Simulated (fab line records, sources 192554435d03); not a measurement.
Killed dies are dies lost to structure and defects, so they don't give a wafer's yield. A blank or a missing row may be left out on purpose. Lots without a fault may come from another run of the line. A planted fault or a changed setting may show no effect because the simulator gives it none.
fab line records | flow n5_finfet
record lots=5 wafers=15 last_day=18
route steps=1938 shown BEOL_M14@1718 PASSIVATION@1936
lots that met no fault: from a run of the same line without faults
start_h: hours from the record's first day to the start of the lot's first wafer shown | wait_h: hours since the lot's step before | " the same as in the row above | L1.1+2: a row that stands for several wafers | - no value, or no start given | * or withheld: withheld | < > ~ a bound
route shown NAME@n: a module of which the file shows steps, and the number in the route of the first | usual: mean/standard deviation of fault-free wafers | same: alike in all rows | chamber/n: place in a boat | sites: the reading at each site | _std_site: their standard deviation | _edge_site: outer sites' mean less inner sites' | radius_mm: how far each site lies from the wafer's centre | mask NAME#n: copy n | behind: the tool/chamber that last shaped the wafer | hold: why the lot was held/for how many hours/how that ended | device: the transistor (n, p or np) that didn't switch | end of line: the same wafers' tests at the end of the route | a step without rows: its recipe alone | killed: dies lost to structure and defects at the first sort, not the wafer's yield | map: a wafer's dies, x killed, . not, _ none there
set.NAME: the setting as run; set.NAME@STEP: as run at that earlier step | model.NAME: the simulator's own value behind a step, which no gauge read
lots at some steps of the route; a table a step, a row a wafer
services: from which hour (start_h, from the record's first day; less than 0 if before it) a tool's chamber was out of use, for how many hours, and why
## steps
# step N5_BEOL_M14_COAT_58
# recipe resist=BARC temp_c=205 time_s=60 spin_rpm=1500 resist_thk_nm=89
# step N5_BEOL_M14_COAT_04
# recipe spin_rpm=1704 resist_thk_nm=800
# step N5_BEOL_M14_EBR_06
# recipe solvent=PGMEA ebr_width_mm=1.5
# step N5_BEOL_M14_SOFTBAKE_05
# recipe temp_c=130 time_s=60
# step N5_BEOL_M14_EXPOSE_07
# recipe mask_id=V13 na=0.8 source_shape=annular sigma_inner=0.5 sigma_outer=0.8 polarization=unpolarized attpsm_phase_deg=180 dose_mj=57
# step N5_BEOL_M14_PEB_08
# recipe peb_temp_c=130 peb_time_s=90
# step N5_BEOL_M14_DEVELOP_09
# recipe develop_time_s=45 rinse_liquid=diw dry=air_spin dev_temp_c=21
# step N5_BEOL_M14_HARDBAKE_14
# recipe temp_c=130 time_s=120
# step N5_BEOL_M14_CD_MEAS_10
# recipe target_cd_nm=250 landing_energy_ev=500 detector=se_inlens polarity=opening
# usual cd_nm=250.1/1.7
# same landing_energy_ev=500
# columns lot.wafer tool chamber start_h wait_h cd_nm
L546.1 cd_sem-01 0 269.95 - 252.1
L546.4 " 0 " " 250.3
L546.6 " 0 " " 249.1
L553.2 cd_sem-03 0 301.41 - 249.0
L553.3 " 0 " " 247.2
L553.4 " 0 " " 247.8
L550.1 cd_sem-02 0 314.38 - 252.3
L550.5 " 0 " " 251.4
L550.6 " 0 " " 253.7
L554.2 cd_sem-01 0 318.61 - 250.4
L554.5 " 0 " " 251.8
L554.6 " 0 " " 251.9
L566.2 cd_sem-03 0 396.09 - 248.0
L566.3 " 0 " " 248.0
L566.6 " 0 " " 248.5
# step N5_BEOL_M14_OVL_MEAS_11
# recipe points_per_wafer=44
# usual V13_OVL=1/4.6
# columns lot.wafer tool chamber start_h wait_h V13_OVL[nm]
L546.1 overlay-02 0 269.98 0.0 6
L546.4 " 0 " " 2
L546.6 " 0 " " 7
L553.2 overlay-02 0 301.44 0.0 3
L553.3 " 0 " " -2
L553.4 " 0 " " -2
L550.1 overlay-01 0 314.42 0.0 -3
L550.5 " 0 " " -2
L550.6 " 0 " " 7
L554.2 overlay-02 0 318.64 0.0 -5
L554.5 " 0 " " -13
L554.6 " 0 " " -4
L566.2 overlay-01 0 396.12 0.0 0
L566.3 " 0 " " -4
L566.6 " 0 " " -1
# step N5_BEOL_M14_INSPECT_12
# recipe mode=adi inspect_instrument=macro
# usual raw_defect_count=2.2/1.6
# columns lot.wafer tool chamber start_h wait_h raw_defect_count
L546.1 defect_inspect-02 - 270.01 0.0 3
L546.4 " - " " 2
L546.6 " - " " 1
L553.2 defect_inspect-02 - 301.46 0.0 3
L553.3 " - " " 6
L553.4 " - " " 2
L550.1 defect_inspect-02 - 314.44 0.0 2
L550.5 " - " " 3
L550.6 " - " " 1
L554.2 defect_inspect-01 - 318.66 0.0 1
L554.5 " - " " 1
L554.6 " - " " 2
L566.2 defect_inspect-01 - 396.14 0.0 1
L566.3 " - " " 0
L566.6 " - " " 5
# step N5_BEOL_M14_DESCUM_15
# recipe chemistry=O2 time_s=7.9 source_power_w=50 bias_power_w=20 pressure_mtorr=20 rf_frequency_hz=2.712e+07 temp_c=40 o2_flow_sccm=225
# usual drypump_motor_current_A=5.9/0.57 oes_product_au=0.80/0.09 rf_vpp_V=243.7/1.4 showerhead_plenum_p_Torr=2.13/0.083 throttle_valve_pct=20.34/0.3
# columns lot.wafer tool chamber start_h wait_h drypump_motor_current_A oes_product_au rf_hours_counter_h rf_vpp_V showerhead_plenum_p_Torr throttle_valve_pct
L546.1 rie_diel-01 1 270.04 0.0 6.1 0.79 125 243.4 2.20 20.53
L546.4 " 3 " " 5.1 0.79 84 242.6 2.01 19.99
L546.6 " 1 " " 6.1 0.78 - 244.2 2.20 20.55
L553.2 rie_diel-02 1 301.63 0.2 6.5 0.85 62 245.4 2.20 20.00
L553.3 " 3 " " 6.0 0.86 72 244.6 2.23 20.62
L553.4 " 0 " " 6.2 0.67 245 243.2 2.14 20.14
L550.1 rie_diel-01 1 314.47 0.0 6.1 0.78 142 244.7 2.19 20.54
L550.5 " 3 " " 5.1 0.78 - 241.6 2.01 20.02
L550.6 " 0 " " 6.8 0.70 - 243.0 2.07 20.59
L554.2 rie_diel-05 0 318.70 0.0 5.6 0.89 40 244.7 2.14 20.55
L554.5 " 0 " " 5.6 0.89 - 244.9 2.14 20.55
L554.6 " 2 " " 5.6 0.68 - 243.8 2.15 20.73
L566.2 rie_diel-01 3 396.22 0.1 5.1 0.76 128 240.7 2.00 20.07
L566.3 " 2 " " 4.9 0.94 6 244.7 2.24 20.10
L566.6 " 1 " " 6.1 0.74 - 243.4 2.18 20.60
# step N5_BEOL_M14_ETCH_59
# recipe chemistry=N2/H2 target=BARC target_depth_a=890 overetch_a=267 time_s=67.9 ion_energy_ev=200 pressure_mtorr=30 source_w=840 bias_w=150 n2_flow_sccm=200 h2_flow_sccm=200
# usual drypump_motor_current_A=5.9/0.57 oes_product_au=0.68/0.073 rf_vpp_V=525.1/2.8 showerhead_plenum_p_Torr=2.58/0.091 throttle_valve_pct=17.80/0.26
# columns lot.wafer tool chamber start_h wait_h drypump_motor_current_A oes_product_au rf_hours_counter_h rf_vpp_V showerhead_plenum_p_Torr throttle_valve_pct model.coat_of_BEOL_M14_COAT_04.thk_nm
L546.1 rie_diel-01 1 270.08 0.0 6.2 0.67 125 527.8 2.67 18.01 719.2
L546.4 " 3 " " 5.1 0.69 84 521.4 2.47 17.60 719.6
L546.6 " 1 " " 6.2 0.67 - 526.6 2.67 18.02 719.6
L553.2 rie_diel-02 1 301.66 0.0 6.5 0.73 62 527.1 2.69 17.56 721
L553.3 " 3 " " 6.0 0.73 72 528.5 2.67 17.82 718.2
L553.4 " 0 " " 6.3 0.58 245 526.4 2.60 17.63 718.6
L550.1 rie_diel-01 1 314.51 0.0 6.2 0.66 142 527.2 2.66 18.05 715
L550.5 " 3 " " 5.1 0.68 - 521.0 2.47 17.63 715.8
L550.6 " 0 " " 6.8 0.60 - 522.8 2.50 17.91 720
L554.2 rie_diel-05 0 318.73 0.0 5.6 0.77 40 526.9 2.57 17.80 716.6
L554.5 " 0 " " 5.6 0.76 - 525.5 2.57 17.79 713.8
L554.6 " 2 " " 5.6 0.59 - 525.4 2.61 18.22 717.2
L566.2 rie_diel-01 3 396.26 0.0 5.1 0.66 128 521.3 2.45 17.67 717.4
L566.3 " 2 " " 4.9 0.81 6 528.8 2.72 17.60 720
L566.6 " 1 " " 6.2 0.63 - 526.9 2.64 18.11 690.4
# step N5_BEOL_M14_VIA_ETCH_16
# recipe chemistry=C4F8/O2/Ar target=SiO2 he_inner_torr=15 he_outer_torr=30 target_depth_a=12313 time_s=withheld ion_energy_ev=800 pressure_mtorr=20 source_w=1905 bias_w=2040 Ar_flow_sccm=400 C4F8_flow_sccm=16 O2_flow_sccm=12 ends=cleared
# usual drypump_motor_current_A=5.9/0.57 he_inner_torr=15.00/0.03 oes_product_au=0.72/0.08 rf_vpp_V=2229/31 showerhead_plenum_p_Torr=3.50/0.12 throttle_valve_pct=30.8/0.34
# columns lot.wafer tool chamber start_h wait_h drypump_motor_current_A he_inner_torr oes_product_au rf_vpp_V showerhead_plenum_p_Torr throttle_valve_pct model.coat_of_BEOL_M14_COAT_04.thk_nm
L546.1 rie_diel-01 1 270.13 0.0 6.1 14.98 0.72 2255 3.59 31.0 454.2
L546.4 " 3 " " 5.1 15.01 0.74 2184 3.37 30.7 450
L546.6 " 1 " " 6.1 14.99 0.72 2255 3.59 31.0 447
L553.2 rie_diel-02 1 301.71 0.0 6.5 14.99 0.76 2252 3.61 30.5 463
L553.3 " 3 " " 5.9 15.01 0.78 2195 3.64 31.1 451
L553.4 " 0 " " 6.3 15.00 0.61 2258 3.52 30.5 453.4
L550.1 rie_diel-01 1 314.56 0.0 6.2 15.01 0.71 2254 3.58 31.1 451.8
L550.5 " 3 " " 5.1 15.00 0.72 2183 3.36 30.7 448.2
L550.6 " 0 " " 6.8 14.98 0.63 2258 3.43 31.2 457.4
L554.2 rie_diel-05 0 318.78 0.0 5.6 14.97 0.82 2273 3.51 31.2 455.6
L554.5 " 0 " " 5.6 15.00 0.82 2270 3.51 31.2 452
L554.6 " 2 " " 5.6 15.01 0.61 2204 3.55 31.3 452.6
L566.2 rie_diel-01 3 396.31 0.0 5.1 15.03 0.70 2181 3.35 30.8 455.4
L566.3 " 2 " " 4.9 15.00 0.86 2232 3.65 30.5 461.4
L566.6 " 1 " " 6.2 14.99 0.67 2253 3.56 31.1 420.6
# step N5_BEOL_M14_STRIP_63
# recipe chemistry=O2 power_w=600 temp_c=60 pressure_mtorr=30 rf_frequency_hz=6e+07 bias_power_w=0 overash_fraction=0.3 o2_flow_sccm=225
# usual drypump_motor_current_A=5.9/0.57 oes_product_au=0.80/0.09 rf_vpp_V=3.6/0.88 showerhead_plenum_p_Torr=2.13/0.083 throttle_valve_pct=16.58/0.27
# columns lot.wafer tool chamber start_h wait_h drypump_motor_current_A oes_product_au rf_hours_counter_h rf_vpp_V showerhead_plenum_p_Torr throttle_valve_pct
L546.1 rie_diel-01 1 - - 6.2 0.79 125 4.9 2.20 16.72
L546.4 " 3 " " 5.1 0.81 84 3.7 2.02 16.30
L546.6 " 1 " " 6.2 0.78 - 3.3 2.20 16.75
L553.2 rie_diel-02 1 - - 6.6 0.86 62 4.1 2.20 16.25
L553.3 " 3 " " 6.0 0.86 73 4.2 2.23 16.79
L553.4 " 0 " " 6.3 0.68 245 3.1 2.14 16.47
L550.1 rie_diel-01 1 - - 6.2 0.78 142 3.1 2.20 16.75
L550.5 " 3 " " 5.1 0.80 - 4.5 2.01 16.32
L550.6 " 0 " " 6.8 0.69 - 4.0 2.07 16.82
L554.2 rie_diel-05 0 - - 5.5 0.91 40 4.5 2.15 16.69
L554.5 " 0 " " 5.6 0.92 - 4.4 2.15 16.69
L554.6 " 2 " " 5.6 0.68 - 5.1 2.15 16.96
L566.2 rie_diel-01 3 - - 5.1 0.76 128 3.3 2.00 16.36
L566.3 " 2 " " 4.9 0.95 6 1.8 2.24 16.32
L566.6 " 1 " " 6.2 0.74 - 4.2 2.18 16.84
# step N5_PASSIVATION_PROBE_49
# usual defect_limited_yield=91.2/1.5 killed_at_M0_to_M3=33/9.6 killed_at_M4_up=14/5.6 killed_at_contacts=14/5.5 killed_at_front_end=40/13 killed_at_other=4/3 killed_dies=104/17 killed_open=68/13 killed_short=33/7.2 sort_bin_5_function=5.2/0.95 sort_bin_6_memory=3.3/0.62 sort_bin_8_speed=0.00/0.012 sort_n_pass=1076/17 sort_yield_pct=91.2/1.5
# same gross_dies=1180 killed_at_back_side=0 sort_bin_4_leakage[%]=0
# columns lot.wafer tool chamber start_h wait_h defect_limited_yield[%] killed_at_M0_to_M3 killed_at_M4_up killed_at_contacts killed_at_front_end killed_at_other killed_dies killed_open killed_short sort_bin_5_function[%] sort_bin_6_memory[%] sort_bin_8_speed[%] sort_n_pass sort_yield_pct[%]
L550.1 prober-01 - 337.59 0.0 91.9 28 18 18 26 6 96 72 24 5.1 2.9 0 1084 91.9
L550.5 prober-01 - 337.79 0.2 89.0 30 17 21 48 14 130 82 48 5.8 4.6 0 1050 89.0
L550.6 prober-01 - 337.84 0.3 92.2 29 9 11 38 5 92 65 27 4.3 3.1 0 1088 92.2
L554.2 prober-02 - 347.20 0.3 90.6 15 17 28 46 5 111 75 35 5.5 3.8 0 1069 90.6
L554.5 prober-02 - 347.35 0.4 91.5 33 12 16 33 6 100 65 32 5.3 2.9 0 1080 91.5
L554.6 prober-02 - 347.40 0.5 90.8 33 13 19 40 4 109 73 33 5.6 3.0 0 1071 90.8
# killed by level:class
L550.1 FIN_SAQP:geometric_particle:open=14 MOL_CONTACT_COAG:geometric_particle:open=13 BEOL_M3:geometric_particle:open=10 BEOL_M4:geometric_particle:open=7 MOL_CONTACT_COAG:geometric_particle:short=5 BEOL_M0_SAQP:geometric_particle:open=5 BEOL_M0_SAQP:geometric_particle:short=5 FIN_SAQP:geometric_particle:short=4
L550.5 MOL_CONTACT_COAG:geometric_particle:open=17 STI_FIN_REVEAL:geometric_particle:open=12 FIN_SAQP:geometric_particle:open=10 BEOL_M0_SAQP:geometric_particle:short=10 BEOL_M4:geometric_particle:open=9 BEOL_M0_SAQP:geometric_particle:open=7 STARTING-WAFER:geometric_particle:short=7 FIN_SAQP:geometric_particle:short=6
L550.6 STI_FIN_REVEAL:geometric_particle:open=11 BEOL_M3:geometric_particle:open=8 MOL_CONTACT_COAG:geometric_particle:open=7 FIN_SAQP:geometric_particle:open=6 BEOL_M1:geometric_particle:open=6 STARTING-WAFER:geometric_particle:open=6 STARTING-WAFER:geometric_particle:short=6 GATE_CUT:geometric_particle:short=4
L554.2 MOL_CONTACT_COAG:geometric_particle:open=20 FIN_SAQP:geometric_particle:open=17 FIN_SAQP:geometric_particle:short=12 STI_FIN_REVEAL:geometric_particle:open=7 MOL_CONTACT_COAG:geometric_particle:short=7 BEOL_M3:geometric_particle:open=6 BEOL_M4:geometric_particle:open=6 BEOL_M4:geometric_particle:short=3
L554.5 MOL_CONTACT_COAG:geometric_particle:open=12 BEOL_M3:geometric_particle:open=10 BEOL_M0_SAQP:geometric_particle:open=9 FIN_SAQP:geometric_particle:open=7 BEOL_M0_SAQP:geometric_particle:short=6 ILD0:geometric_particle:open=4 GATE_CUT:geometric_particle:short=4 MOL_CONTACT_COAG:geometric_particle:short=4
L554.6 MOL_CONTACT_COAG:geometric_particle:open=14 BEOL_M0_SAQP:geometric_particle:open=9 FIN_SAQP:geometric_particle:short=7 FIN_SAQP:geometric_particle:open=6 BEOL_M1:geometric_particle:open=6 ILD0:geometric_particle:open=5 MOL_CONTACT_COAG:geometric_particle:short=5 BEOL_M3:geometric_particle:open=5
## services
# columns tool chamber start_h hours kind
rie_diel-05 2 248.35 14.3 repair
rie_diel-01 2 252.54 8.2 repair
rie_diel-05 1 297.02 - clean
rie_diel-05 1 297.02 - consumable_replace:focus_ring
rie_diel-05 1 297.02 22.1 scheduled_down
rie_diel-05 1 297.02 22.1 vent_cycle
rie_diel-02 2 306.72 4.8 repair
rie_diel-02 0 313.32 - clean
rie_diel-02 0 313.32 - consumable_replace:focus_ring
rie_diel-02 3 317.48 4.5 repair
rie_diel-02 3 329.20 11.3 repair
rie_diel-02 2 332.84 7.0 repair
rie_diel-01 3 344.13 12.7 repair
rie_diel-01 2 357.00 - clean
rie_diel-01 2 357.00 - consumable_replace:focus_ring
rie_diel-01 2 357.00 - consumable_replace:showerhead
rie_diel-01 2 357.00 21.3 scheduled_down
rie_diel-01 2 357.00 21.3 vent_cycle
rie_diel-02 0 379.82 4.5 repair
rie_diel-05 1 389.81 22.9 repair
rie_diel-01 0 390.12 - clean
rie_diel-01 0 390.12 - consumable_replace:focus_ring
rie_diel-01 0 390.12 27.8 scheduled_down
rie_diel-01 0 390.12 27.8 vent_cycle
## key
first_sign none at tools or gauges
model_effect step=N5_BEOL_M14_ETCH_59 value=coat_of_BEOL_M14_COAT_04.thk_nm without=718.4 struck=690.4
model_effect step=N5_BEOL_M14_VIA_ETCH_16 value=coat_of_BEOL_M14_COAT_04.thk_nm without=448.6 struck=420.6
met_at N5_BEOL_M14_ETCH_59
struck_wafers L566.6
onset_between 314.51 396.26
fault kind=process_parameter_drift tool=rie_diel-01 chamber=- onset_h=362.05 steps=N5_BEOL_M14_ETCH_59 channel=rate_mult offset=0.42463 shape=step end_h=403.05 scope=struck_wafers_only
